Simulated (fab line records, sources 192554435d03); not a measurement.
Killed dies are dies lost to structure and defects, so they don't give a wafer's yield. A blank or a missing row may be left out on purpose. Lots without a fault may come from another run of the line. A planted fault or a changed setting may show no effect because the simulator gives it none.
fab line records | flow n5_finfet
record lots=5 wafers=14 last_day=21
route steps=1938 shown MOL_CONTACT_COAG@623 BEOL_M0_SAQP@632 BEOL_M0@715 BEOL_M4@1111
lots that met no fault: from a run of the same line without faults
start_h: hours from the record's first day to the start of the lot's first wafer shown | wait_h: hours since the lot's step before | " the same as in the row above | L1.1+2: a row that stands for several wafers | - no value, or no start given | * or withheld: withheld | < > ~ a bound
route shown NAME@n: a module of which the file shows steps, and the number in the route of the first | usual: mean/standard deviation of fault-free wafers | same: alike in all rows | chamber/n: place in a boat | sites: the reading at each site | _std_site: their standard deviation | _edge_site: outer sites' mean less inner sites' | radius_mm: how far each site lies from the wafer's centre | mask NAME#n: copy n | behind: the tool/chamber that last shaped the wafer | hold: why the lot was held/for how many hours/how that ended | device: the transistor (n, p or np) that didn't switch | end of line: the same wafers' tests at the end of the route | a step without rows: its recipe alone | killed: dies lost to structure and defects at the first sort, not the wafer's yield | map: a wafer's dies, x killed, . not, _ none there
set.NAME: the setting as run; set.NAME@STEP: as run at that earlier step | model.NAME: the simulator's own value behind a step, which no gauge read
lots at some steps of the route; a table a step, a row a wafer
services: from which hour (start_h, from the record's first day; less than 0 if before it) a tool's chamber was out of use, for how many hours, and why
## steps
# step N5_MOL_CONTACT_COAG_PRE_CLEAN_121
# recipe gas=H2/He time_s=* temp_c=withheld
# step N5_MOL_CONTACT_COAG_CVD_140
# recipe material=W target_thk_a=665 mode=selective_fill temp_c=300 time_s=215
# step N5_MOL_CONTACT_COAG_PRECLEAN_127
# recipe chemistry=DIW time_s=57.5 temp_c=23
# step N5_MOL_CONTACT_COAG_SRD_128
# recipe dry_time_s=32 dry=n2_spin spin_rpm=1500
# step N5_MOL_CONTACT_COAG_CMP_52
# recipe stop_on=SiO2 t_overpolish_s=1.5 post_cmp_clean=w_dilute_nh4oh down_force_psi=4 platen_rpm=50.289 pad_velocity_m_s=1.0006 target_thk_nm=66.5
# step N5_MOL_CONTACT_COAG_ANNEAL_112
# recipe temp_c=400 time_s=1800 ambient=HPD2 pressure_atm=10
# step N5_BEOL_M0_SAQP_PECVD_00
# recipe material=SiCN target_thk_a=80 temp_c=withheld precursor=3MS/NH3 pressure_torr=3 rf_w=202 time_s=14
# step N5_BEOL_M0_SAQP_ILD_DEP_01
# recipe material=SiOC target_thk_a=454.19 temp_c=350 precursor=DEMS/O2 pressure_torr=5 rf_w=500 time_s=8.7
# step N5_BEOL_M0_SAQP_HM_DEP_02
# recipe material=TiN target_thk_a=120 temp_c=25 chamber_pressure_pa=0.49996
# step N5_BEOL_M0_SAQP_PECVD_03
# recipe material=SiCN target_thk_a=120 temp_c=withheld precursor=3MS/NH3 pressure_torr=3 rf_w=202 time_s=21.1
# usual run_length_s=51.2/0.48 showerhead_plenum_p_Torr=3.662/0.01 throttle_valve_pct=9.0/0.32
# columns lot.wafer tool chamber start_h wait_h run_length_s showerhead_plenum_p_Torr throttle_valve_pct model.SiCN_of_BEOL_M0_SAQP_PECVD_03.thk_nm
L731.1 pecvd-04 1 166.04 0.1 52.6 3.670 8.7 12.4
L731.2 " 2 " " 51.2 3.660 9.2 11.8
L732.1 pecvd-04 2 170.18 0.1 51.9 3.666 9.0 12.4
L732.2 " 0 " " 51.1 3.641 9.2 11.6
L732.3 " 1 " " 52.9 3.673 8.6 12.6
L733.3 pecvd-04 1 173.87 0.1 53.2 3.676 8.7 12.8
L733.4 " 1 " " 51.8 3.675 8.9 12.2
L733.5 " 0 " " 50.4 3.645 9.4 12
L743.1 pecvd-02 1 231.16 0.1 51.1 3.668 8.5 11.6
L743.2 " 2 " " 50.8 3.649 9.0 11.8
L743.3 " 0 " " 51.7 3.664 9.3 11.6
L744.1 pecvd-04 0 239.39 0.1 50.5 3.648 9.3 11.8
L744.2 " 2 " " 51.1 3.653 9.1 12
L744.5 " 0 " " 51.1 3.651 9.4 12
# step N5_BEOL_M0_SAQP_PECVD_96
# recipe material=a-Si target_thk_a=450 temp_c=350 precursor=SiH4/He pressure_torr=3 rf_w=100 time_s=45.2
# step N5_BEOL_M0_SAQP_PECVD_97
# recipe material=SiNx target_thk_a=230 temp_c=350 precursor=SiH4/NH3/N2 pressure_torr=1.5 rf_w=300 time_s=19.9
# step N5_BEOL_M0_SAQP_PECVD_04
# recipe material=a-Si target_thk_a=600 temp_c=350 precursor=SiH4/He pressure_torr=3 rf_w=100 time_s=60.2
# step N5_BEOL_M0_SAQP_HM_DEP_111
# recipe material=SiO2 target_thk_a=120 temp_c=400 precursor=SiH4/N2O pressure_torr=0.75 rf_w=275 time_s=7.2
# step N5_BEOL_M0_SAQP_COAT_81
# recipe resist=SOC temp_c=250 time_s=60 spin_rpm=1500 resist_thk_nm=100
# step N5_BEOL_M0_SAQP_COAT_82
# recipe resist=SiARC temp_c=220 time_s=60 spin_rpm=1500 resist_thk_nm=30
# step N5_BEOL_M0_SAQP_COAT_08
# recipe resist=CAR-ArF spin_rpm=1500 resist_thk_nm=90
# step N5_BEOL_M0_SAQP_EBR_10
# recipe solvent=PGMEA ebr_width_mm=1.5
# step N5_BEOL_M0_SAQP_SOFTBAKE_09
# recipe temp_c=110 time_s=60 resist=CAR-ArF
# step N5_BEOL_M0_SAQP_EXPOSE_11
# recipe mask_id=M0_CORE na=1.35 source_shape=dipole sigma_inner=0.538 sigma_outer=0.738 polarization=te target_cd_nm=42 dose_mj=55
# step N5_BEOL_M0_SAQP_PEB_12
# recipe peb_temp_c=withheld peb_time_s=60 resist=CAR-ArF
# step N5_BEOL_M0_SAQP_DEVELOP_13
# recipe develop_time_s=30 developer=TMAH resist=CAR-ArF dev_temp_c=23 rinse_liquid=diw dry=air_spin
# step N5_BEOL_M0_SAQP_DESCUM_19
# recipe chemistry=O2 time_s=7.9 source_power_w=50 bias_power_w=20 pressure_mtorr=20 rf_frequency_hz=2.712e+07 temp_c=40 resist=CAR-ArF o2_flow_sccm=225
# step N5_BEOL_M0_SAQP_ETCH_83
# recipe chemistry=CF4 target=SiARC target_depth_a=390 mask_material=CAR-ArF time_s=65 ion_energy_ev=80 pressure_mtorr=40 source_w=545 bias_w=36 Ar_flow_sccm=100 cf4_flow_sccm=100 ends=cleared
# step N5_BEOL_M0_SAQP_ETCH_84
# recipe chemistry=N2/H2 target=SOC target_depth_a=1000 overetch_a=200 mask_material=SiARC temp_c=40 time_s=150 ion_energy_ev=200 pressure_mtorr=30 source_w=840 bias_w=150 n2_flow_sccm=200 h2_flow_sccm=200
# step N5_BEOL_M0_SAQP_STRIP_80
# recipe chemistry=N2/H2 temp_c=40 n2_flow_sccm=200 h2_flow_sccm=200 rf_frequency_hz=6e+07
# step N5_BEOL_M0_SAQP_HM_OPEN_112
# recipe chemistry=CHF3/O2 target=SiO2 stop_on=a-Si target_depth_a=120 over_etch_frac=1.25 mask_material=SOC time_s=13.5 pressure_mtorr=30 source_w=650 bias_w=170 Ar_flow_sccm=200 CHF3_flow_sccm=50 O2_flow_sccm=5 ion_energy_ev=200 ends=end_point
# step N5_BEOL_M0_SAQP_STRIP_113
# recipe chemistry=CHF3/O2 resist=SiARC rf_frequency_hz=6e+07
# step N5_BEOL_M0_SAQP_MANDREL_ETCH_20
# recipe target_depth_a=600 chemistry=HBr/Cl2 target=a-Si stop_on=SiNx bt_time_s=10 mask_material=SOC over_etch_frac=0.5 time_s=30 pressure_mtorr=10 icp_w=800 bias_w=75 HBr_flow_sccm=150 Cl2_flow_sccm=80 ends=end_point
# step N5_BEOL_M0_SAQP_STRIP_86
# recipe chemistry=N2/H2 power_w=500 temp_c=40 pressure_mtorr=50 rf_frequency_hz=6e+07 overash_fraction=0.3 bias_power_w=28 h2_frac=0.5 n2_flow_sccm=300 h2_flow_sccm=300
# step N5_BEOL_M0_SAQP_STRIP_115
# recipe chemistry=post_etch_residue_remover time_s=60 temp_c=25 remover_ph=withheld remover_water_wt_pct=withheld remover_fluoride_wt_pct=withheld
# step N5_BEOL_M0_SAQP_SRD_93
# recipe dry=ipa_marangoni time_s=30 temp_c=23 rinse_liquid=diw
# step N5_BEOL_M0_SAQP_RECESS_114
# recipe chemistry=HF/NH3 target=SiO2 target_depth_a=144 afs_cycles=3 temp_c=30 sublimation_temp_c=180 sublimation_time_s=60
# step N5_BEOL_M0_SAQP_SPACER1_ALD_98
# recipe material=SiO2 target_thk_a=128 temp_c=300 ald_precursor_family=BDEAS ald_co_reactant=O2-plasma pulse_time_s=1 purge_time_s=2 co_reactant_purge_time_s=2 ald_cycles=138 pressure_torr=2
# step N5_BEOL_M0_SAQP_SPACER1_ETCHBACK_99
# recipe chemistry=CHF3/O2 mode=anisotropic_etchback target=SiO2 target_depth_a=154 time_s=7.7 pressure_mtorr=30 source_w=650 bias_w=170 Ar_flow_sccm=200 CHF3_flow_sccm=50 O2_flow_sccm=5 ion_energy_ev=200
# step N5_BEOL_M0_SAQP_RECESS_109
# recipe chemistry=HF/NH3 target=SiO2 target_depth_a=30 afs_cycles=1 temp_c=30 sublimation_temp_c=180 sublimation_time_s=60
# usual drypump_motor_current_A=5.2/0.32 foreline_p_Torr=0.1280/0.00049
# columns lot.wafer tool chamber start_h wait_h drypump_motor_current_A foreline_p_Torr model.SiCN_of_BEOL_M0_SAQP_PECVD_03.thk_nm
L731.1 vapor_etch-02 1 169.53 0.0 5.2 0.1294 9
L731.2 " 0 " " 5.2 0.1280 8.4
L732.1 vapor_etch-02 1 173.37 0.0 5.1 0.1287 8.8
L732.2 " 0 " " 5.2 0.1282 8.2
L732.3 " 1 " " 5.1 0.1280 9.2
L733.3 vapor_etch-02 0 178.34 0.1 5.2 0.1281 9.2
L733.4 " 1 " " 5.1 0.1289 8.6
L733.5 " 0 " " 5.2 0.1279 8.6
L743.1 vapor_etch-01 0 234.25 0.0 4.7 0.1279 8.2
L743.2 " 1 " " 5.8 0.1285 8.4
L743.3 " 0 " " 4.7 0.1280 8.2
L744.1 vapor_etch-01 0 242.63 0.0 4.7 0.1283 8.4
L744.2 " 1 " " 5.8 0.1282 8.4
L744.5 " 0 " " 4.7 0.1279 8.6
# step N5_BEOL_M0_ETCH_138
# recipe chemistry=CH3F/O2 target_depth_a=120 target=SiCN time_s=31.6 ion_energy_ev=120 pressure_mtorr=30 source_w=395 bias_w=75 Ar_flow_sccm=150 CH3F_flow_sccm=30 O2_flow_sccm=20 ends=cleared
# usual chamber_pressure_mTorr=29.999/0.028 drypump_motor_current_A=5.7/0.39 etch_rf_on_time_s=29.1/0.69 oes_product_au=0.67/0.085 rf_vpp_V=297.7/1.8 showerhead_plenum_p_Torr=2.01/0.078 throttle_valve_pct=16.37/0.17
# columns lot.wafer tool chamber start_h wait_h chamber_pressure_mTorr drypump_motor_current_A etch_rf_on_time_s oes_product_au rf_hours_counter_h rf_vpp_V showerhead_plenum_p_Torr throttle_valve_pct model.etch.depth_nm
L731.1 rie_diel-02 0 172.64 0.0 29.902 5.6 30.7 0.62 190 296.3 1.91 16.30 8.919
L731.2 " 3 " " 29.984 5.6 29.3 0.65 143 295.7 1.92 16.46 8.329
L732.1 rie_diel-02 2 176.52 0.0 30.012 5.7 29.8 0.69 96 300.1 2.10 16.35 8.8
L732.2 " 3 " " 30.031 5.6 28.2 0.66 145 296.6 1.92 16.48 8.2
L732.3 " 1 " " 30.007 5.7 31.4 0.63 166 298.6 2.08 16.32 9.109
L733.3 rie_diel-02 1 181.87 0.0 29.985 5.7 31.7 0.63 168 297.2 2.08 16.32 9.193
L733.4 " 2 " " 30.002 5.7 29.6 0.68 98 298.5 2.10 16.35 8.675
L733.5 " 3 " " 30.024 5.6 29.7 0.66 - 296.7 1.92 16.49 8.571
L743.1 rie_diel-05 3 237.46 0.0 30.038 6.6 28.2 0.59 211 298.4 2.06 16.49 8.109
L743.2 " 1 " " 29.991 5.4 29.0 0.77 21 299.8 2.13 16.05 8.348
L743.3 " 0 " " 29.999 6.3 28.0 0.75 37 297.4 2.03 16.21 8.113
L744.1 rie_diel-02 0 246.07 0.0 30.019 5.6 28.9 0.59 215 293.6 1.90 16.36 8.314
L744.2 " 3 " " 30.030 5.6 29.5 0.64 168 295.7 1.91 16.52 8.482
L744.5 " 2 " " 29.922 5.7 29.2 0.67 - 298.5 2.09 16.40 8.538
# step N5_BEOL_M0_ETCH_128
# recipe chemistry=CF4/N2 target_depth_a=120 overetch_a=51 target=SiCN time_s=21.4 ion_energy_ev=150 pressure_mtorr=40 source_w=430 bias_w=70 Ar_flow_sccm=100 cf4_flow_sccm=60 n2_flow_sccm=60
# usual chamber_pressure_mTorr=40.00/0.04 drypump_motor_current_A=5.7/0.4 n2_flow_sccm=60.00/0.18 oes_product_au=0.54/0.06 rf_vpp_V=383.2/2.1 showerhead_plenum_p_Torr=2.24/0.079 throttle_valve_pct=15.47/0.18
# same time_s=21.4
# columns lot.wafer tool chamber start_h wait_h chamber_pressure_mTorr drypump_motor_current_A n2_flow_sccm oes_product_au rf_hours_counter_h rf_vpp_V showerhead_plenum_p_Torr throttle_valve_pct model.etch.depth_nm
L731.1 rie_diel-04 1 175.62 0.9 40.00 5.6 60.02 0.63 41 379.6 2.15 15.49 8.919
L731.2 " 2 " " 40.05 5.2 59.70 0.48 211 381.6 2.18 15.58 8.329
L732.1 rie_diel-02 0 178.14 0.0 40.01 5.6 60.28 0.50 192 379.5 2.11 15.40 8.8
L732.2 " 1 " " 40.01 5.7 60.03 0.50 166 385.7 2.29 15.45 8.2
L732.3 " 2 " " 40.02 5.7 60.22 0.57 97 384.6 2.31 15.49 9.109
L733.3 rie_diel-02 2 183.73 0.0 39.98 5.7 60.13 0.57 99 385.0 2.31 15.49 9.193
L733.4 " 1 " " 40.02 5.7 59.98 0.51 169 383.7 2.29 15.44 8.675
L733.5 " 3 " " 40.06 5.6 60.30 0.53 - 380.2 2.12 15.59 8.571
L743.1 rie_diel-05 0 239.98 0.0 40.02 6.3 59.67 0.59 38 383.3 2.24 15.32 8.109
L743.2 " 2 " " 40.04 5.8 60.33 0.47 245 383.3 2.26 15.88 8.348
L743.3 " 3 " " 40.09 6.6 60.11 0.47 212 383.3 2.27 15.60 8.113
L744.1 rie_diel-05 3 251.99 0.0 39.99 6.6 60.13 0.47 215 384.8 2.27 15.61 8.314
L744.2 " 1 " " 40.00 5.4 59.96 0.61 25 385.1 2.35 15.15 8.482
L744.5 " 0 " " 39.98 6.3 60.05 0.60 - 383.2 2.24 15.33 8.538
# step N5_BEOL_M4_RC_MEAS_101
# usual DIBL_N=36.3/1.1 DIBL_P=36.3/1.4 IOFF_N=0.155/0.019 IOFF_P=0.211/0.027 ION_N=672/8.5 ION_P=462/5.8 SS_N=71.5/0.56 SS_P=73.3/0.52 VT_N=249.9/2.5 VT_P=-249.8/2.8
# columns lot.wafer tool chamber start_h wait_h DIBL_N[mV/V] DIBL_P[mV/V] IOFF_N[nA/um] IOFF_P[nA/um] ION_N[uA/um] ION_P[uA/um] SS_N[mV/dec] SS_P[mV/dec] VT_N[mV] VT_P[mV]
L731.1 prober-02 0 311.05 0.0 37.1 38.0 0.147 0.188 670 454 71.0 73.7 251.5 -250.6
L731.2 " 0 " " 35.9 36.0 0.138 0.162 662 451 71.5 73.4 250.9 -255.3
L732.1 prober-02 0 322.10 0.0 36.6 36.0 0.145 0.200 665 456 70.6 73.8 250.4 -251.5
L732.2 " 0 " " 37.0 36.2 0.150 0.203 672 461 71.5 73.3 250.7 -250.7
L732.3 " 0 " " 38.3 37.2 0.163 0.214 676 461 71.0 73.1 247.3 -252.3
L733.3 prober-01 0 324.41 0.3 36.5 36.3 0.144 0.179 664 454 71.0 72.9 252.7 -253.3
L733.4 " 0 " " 37.4 38.0 0.157 0.202 668 453 71.6 73.4 251.0 -252.1
L733.5 " 0 " " 37.2 37.4 0.153 0.197 668 454 72.6 73.4 248.3 -252.3
L743.1 prober-01 0 368.20 0.0 37.3 39.4 0.209 0.284 680 470 72.2 73.1 247.2 -244.7
L743.2 " 0 " " 36.1 38.4 0.178 0.258 674 465 71.7 73.7 249.4 -248.1
L743.3 " 0 " " 35.0 37.1 0.165 0.238 675 470 71.0 73.3 247.5 -246.2
L744.1 prober-01 0 400.81 0.0 36.4 35.7 0.167 0.213 677 456 72.0 73.1 249.3 -249.3
L744.2 " 0 " " 35.8 35.1 0.154 0.208 673 455 72.6 73.7 249.8 -249.9
L744.5 " 0 " " 35.6 34.6 0.155 0.197 673 460 72.1 73.2 248.3 -250.5
## services
# columns tool chamber start_h hours kind
rie_diel-05 2 144.20 3.8 repair
pecvd-02 - 146.48 1.5 repair
pecvd-04 0 148.08 16.5 scheduled_down
rie_diel-04 0 157.01 - clean
rie_diel-04 0 157.01 - consumable_replace:focus_ring
rie_diel-04 0 157.01 - consumable_replace:showerhead
rie_diel-04 0 157.01 20.0 scheduled_down
rie_diel-04 0 157.01 20.0 vent_cycle
rie_diel-05 1 157.39 - clean
rie_diel-05 1 157.39 - consumable_replace:focus_ring
rie_diel-05 1 157.39 - consumable_replace:showerhead
rie_diel-05 1 157.39 18.2 scheduled_down
rie_diel-05 1 157.39 18.2 vent_cycle
rie_diel-05 - 172.97 2.8 pm
vapor_etch-01 - 198.71 15.6 pm
pecvd-04 - 210.50 0.8 pm
rie_diel-04 3 212.32 - clean
rie_diel-04 3 212.32 - consumable_replace:focus_ring
rie_diel-04 3 212.32 13.7 scheduled_down
rie_diel-04 3 212.32 13.7 vent_cycle
vapor_etch-01 - 216.11 0.1 repair
pecvd-02 2 218.23 2.1 scheduled_down
rie_diel-02 - 238.40 0.2 repair
rie_diel-02 0 251.28 2.0 repair
## key
first_sign step=N5_BEOL_M0_SAQP_PECVD_03 reading=run_length_s direction=up sigmas=3 usual=* struck=*
effect step=N5_BEOL_M0_ETCH_138 reading=etch_rf_on_time_s direction=up sigmas=2.6 usual=* struck=*
model_effect step=N5_BEOL_M0_SAQP_PECVD_03 value=SiCN_of_BEOL_M0_SAQP_PECVD_03.thk_nm without=11.95 struck=12.55
model_effect step=N5_BEOL_M0_SAQP_RECESS_109 value=SiCN_of_BEOL_M0_SAQP_PECVD_03.thk_nm without=8.45 struck=9.05
model_effect step=N5_BEOL_M0_ETCH_138 value=etch.depth_nm without=8.435 struck=9.005
model_effect step=N5_BEOL_M0_ETCH_128 value=etch.depth_nm without=8.435 struck=9.005
met_at N5_BEOL_M0_SAQP_PECVD_03
struck_wafers L731.1,L732.1,L732.3,L733.3
fault kind=process_parameter_drift tool=pecvd-04 chamber=- onset_h=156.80 steps=N5_BEOL_M0_SAQP_PECVD_03 channel=time_s offset=* shape=step end_h=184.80 scope=struck_wafers_only acts_in=* stated=*
